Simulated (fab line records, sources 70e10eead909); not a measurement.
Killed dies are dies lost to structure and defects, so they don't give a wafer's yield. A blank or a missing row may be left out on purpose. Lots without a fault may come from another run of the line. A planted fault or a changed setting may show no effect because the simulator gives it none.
Chamber matching | flow nand_harc | NHARC_P_CONTACT_DEP_30 on pecvd-02: 3 sister chambers
The step deposits SiNx, target thk 30 nm. 18 wafers are shown with their chamber, then 9 later ones without.

WAFERS WITH THEIR CHAMBER
wafer  | chamber | heater_power_w (W)
L075.1 | 1       | 667
L075.4 | 1       | 668
L075.6 | 0       | 698
L076.2 | 2       | 797
L076.3 | 1       | 757
L076.4 | 1       | 751
L076.1 | 0       | 665
L076.5 | 0       | 673
L076.6 | 2       | 819
L080.1 | 1       | 731
L080.2 | 2       | 671
L080.4 | 2       | 682
L089.2 | 1       | 690
L089.4 | 1       | 699
L089.5 | 2       | 810
L090.2 | 0       | 625
L090.5 | 2       | 834
L090.6 | 1       | 722

SIGNATURES (means of the wafers above)
reading        | chamber 0 | chamber 1 | chamber 2 | scatter within a chamber
heater_power_w | 665.25    | 710.62    | 768.83    | 50.1
Rule: a wafer's distance from a chamber is the root of the sum, over the readings, of the square of ((its reading less the chamber's mean) divided by the reading's scatter). The wafer belongs to the nearest chamber; if the next one is less than 2 further off, it can't be placed. The scatter: the root of (the sum of the squares of (reading less its chamber's mean) over the shown wafers, divided by (wafers less chambers)).

WAFERS WITHOUT THEIR CHAMBER
wafer  | heater_power_w (W)
L093.1 | 779
L093.2 | 652
L093.3 | 661
L093.4 | 770
L093.5 | 667
L093.6 | 630
L097.3 | 802
L097.4 | 619
L097.6 | 695

WHICH CHAMBER EACH WENT THROUGH
wafer  | from the rows above          | in truth
L093.1 | can't be placed: 2 or 1      | 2
L093.2 | can't be placed: 0 or 1      | 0
L093.3 | can't be placed: 0 or 1      | 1
L093.4 | can't be placed: 2 or 1      | 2
L093.5 | can't be placed: 0 or 1 or 2 | 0
L093.6 | can't be placed: 0 or 1      | 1
L097.3 | can't be placed: 2 or 1      | 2
L097.4 | can't be placed: 0 or 1      | 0
L097.6 | can't be placed: 1 or 0 or 2 | 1
Placed correctly: 0 of 9. Can't be placed from these rows: 9 (the true chamber is among the candidates in 9). Placed wrongly: 0.
